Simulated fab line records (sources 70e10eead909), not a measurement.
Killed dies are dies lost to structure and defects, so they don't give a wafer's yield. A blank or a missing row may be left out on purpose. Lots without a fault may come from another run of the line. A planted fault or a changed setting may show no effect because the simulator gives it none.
Matching of chambers :: flow nand harc :: NHARC_P_STI_PRECLEAN_32 on wet bench-09: 8 sister chambers
The step cleans in SC1. 8 wafers are shown with their chamber, then 8 later ones without.

== EACH WAFER AND ITS CHAMBER ==
wafer: L777.3
chamber: 7
temp c (C): 50.10

wafer: L777.6
chamber: 6
temp c (C): 50.04

wafer: L778.1
chamber: 3
temp c (C): 50.08

wafer: L778.3
chamber: 4
temp c (C): 49.96

wafer: L783.1
chamber: 2
temp c (C): 49.85

wafer: L783.3
chamber: 1
temp c (C): 50.03

wafer: L783.6
chamber: 0
temp c (C): 49.98

wafer: L788.1
chamber: 5
temp c (C): 50.01

== WAFERS WITHOUT THEIR CHAMBER ==
wafer: L788.3
temp c (C): 50.20

wafer: L788.6
temp c (C): 50.01

wafer: L790.1
temp c (C): 49.81

wafer: L790.2
temp c (C): 49.97

wafer: L790.3
temp c (C): 50.01

wafer: L793.1
temp c (C): 50.13

wafer: L793.3
temp c (C): 50.16

wafer: L793.4
temp c (C): 50.16

== WHICH CHAMBER EACH WENT THROUGH ==
wafer: L788.3
from the rows above: can't be placed: 7 or 3 or 6 or 1 or 5
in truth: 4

wafer: L788.6
from the rows above: can't be placed: 5 or 1 or 0 or 6 or 4 or 3 or 7
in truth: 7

wafer: L790.1
from the rows above: 2
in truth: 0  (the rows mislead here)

wafer: L790.2
from the rows above: can't be placed: 0 or 4 or 5 or 1 or 6
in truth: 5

wafer: L790.3
from the rows above: can't be placed: 5 or 1 or 0 or 6 or 4 or 3 or 7
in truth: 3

wafer: L793.1
from the rows above: can't be placed: 7 or 3 or 6 or 1 or 5
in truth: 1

wafer: L793.3
from the rows above: can't be placed: 7 or 3 or 6 or 1 or 5
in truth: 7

wafer: L793.4
from the rows above: can't be placed: 7 or 3 or 6 or 1 or 5
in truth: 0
Correct placement for 0 of the 8. Can't be placed from these rows: 7 (the true chamber is among the candidates in 5). 1 placed wrongly.
How it was worked out, from the rows above alone: a wafer's distance from a chamber is the root of the sum, over the readings, of the square of ((its reading less the chamber's mean) divided by the reading's scatter). The wafer belongs to the nearest chamber; if the next one is less than 2 further off, it can't be placed. Each chamber's mean is taken over the wafers shown for it. The scatter (one wafer shown for each chamber): square how far every hidden wafer sits from the nearest shown wafer, average those squares and take the square root.
